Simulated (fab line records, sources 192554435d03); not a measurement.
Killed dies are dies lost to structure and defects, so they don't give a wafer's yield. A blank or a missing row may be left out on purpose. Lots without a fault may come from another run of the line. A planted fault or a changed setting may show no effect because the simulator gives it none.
A struck lot beside a sound one | flow n5_finfet | 24 steps out of a route of 1938
Sound: wafers L629.2, L629.4, L629.6. Struck: wafer L641.6. (L641.1, L641.5 of the same lot were not struck and are left out.) The cause comes at the end.
At each step with rows: each side's tool, then ch and its chambers, then its first start. Under that, the readings that differ: sound wafers | struck wafers | difference of the means | sigmas: that difference in standard deviations of wafers without a fault.
alike: readings whose means differ by less than 2 such deviations, and words and numbers that are the same on both sides. not compared: withheld readings, readings that some wafer has no value for, bounds like >300 that may hide the same value, and numbers for which the record gives no deviation and whose values overlap.
The two part at a step that has a row with sigmas, a row that says differs or no value, or rows on one side only. Numbers that don't overlap but have no deviation are shown without sigmas and don't part them. A reading that every wafer of one side lacks parts them only if that side has two wafers or more.

first, 9 steps without rows for these wafers: N5_BEOL_M7_EBR_07; N5_BEOL_M7_SOFTBAKE_06 (time 60 s); N5_BEOL_M7_EXPOSE_08 (exposes mask M7); N5_BEOL_M7_PEB_09 (peb time 60 s); N5_BEOL_M7_DEVELOP_10 (develop time 30 s); N5_BEOL_M7_DESCUM_16 (chemistry O2, time 7.9 s); N5_BEOL_M7_ETCH_61 (etches SiARC in CF4, target depth 45.5 nm, time 75.8 s); N5_BEOL_M7_ETCH_62 (etches SOC in N2/H2, target depth 110 nm, overetch 22 nm, time 165 s); N5_BEOL_M7_STRIP_68 (strips in N2/H2).
N5_BEOL_M7_STRIP_67: strips in CF4.
  sound on rie_diel-06 ch 1,2,3, day 9 16:46; struck on rie_diel-06 ch 3, day 14 01:42
  alike: drypump_motor_current_A, oes_product_au, rf_vpp_V, showerhead_plenum_p_Torr, throttle_valve_pct
  not compared: rf_hours_counter_h
then, 11 steps without rows for these wafers: N5_BEOL_M7_HM_OPEN_17 (chemistry Cl2/BCl3, target TiN, target depth 20 nm, overetch 6 nm); N5_BEOL_M7_STRIP_19 (strips in O2); N5_BEOL_M7_COAT_63 (time 60 s, resist thk 60 nm); N5_BEOL_M7_COAT_64 (time 60 s, resist thk 12 nm); N5_BEOL_M7_COAT_71 (time 60 s, resist thk 5 nm); N5_BEOL_M7_COAT_22 (resist thk 30 nm); N5_BEOL_M7_EBR_24; N5_BEOL_M7_SOFTBAKE_23 (time 60 s); N5_BEOL_M7_EXPOSE_25 (exposes mask V6, target cd 40 nm); N5_BEOL_M7_PEB_26 (peb time 60 s); N5_BEOL_M7_DEVELOP_27 (develop time 30 s).
N5_BEOL_M7_INSPECT_30: inspects for defects (brightfield).
  sound on defect_inspect-02, day 9 18:45; struck on defect_inspect-01, day 14 03:28
  reading          | sound       | struck | difference | sigmas
  raw_defect_count | 364 346 419 | 1690   | +1314      | +17
then, 1 step without rows for these wafers: N5_BEOL_M7_DESCUM_33 (chemistry O2, time 7 s).
-- the record jumps here: 3 days lie between the struck wafers' starts before and after (it left off in module BEOL_M7 and takes up again in module PASSIVATION, whose first step shown is number 1936 of the route) --
N5_PASSIVATION_PROBE_49:
  the record has rows for the struck wafers here (prober-01, day 17 06:10) and none for the sound ones

WHERE THEY PART
First at N5_BEOL_M7_INSPECT_30; last, within this record, at N5_PASSIVATION_PROBE_49.

WHY: what the simulator had put in
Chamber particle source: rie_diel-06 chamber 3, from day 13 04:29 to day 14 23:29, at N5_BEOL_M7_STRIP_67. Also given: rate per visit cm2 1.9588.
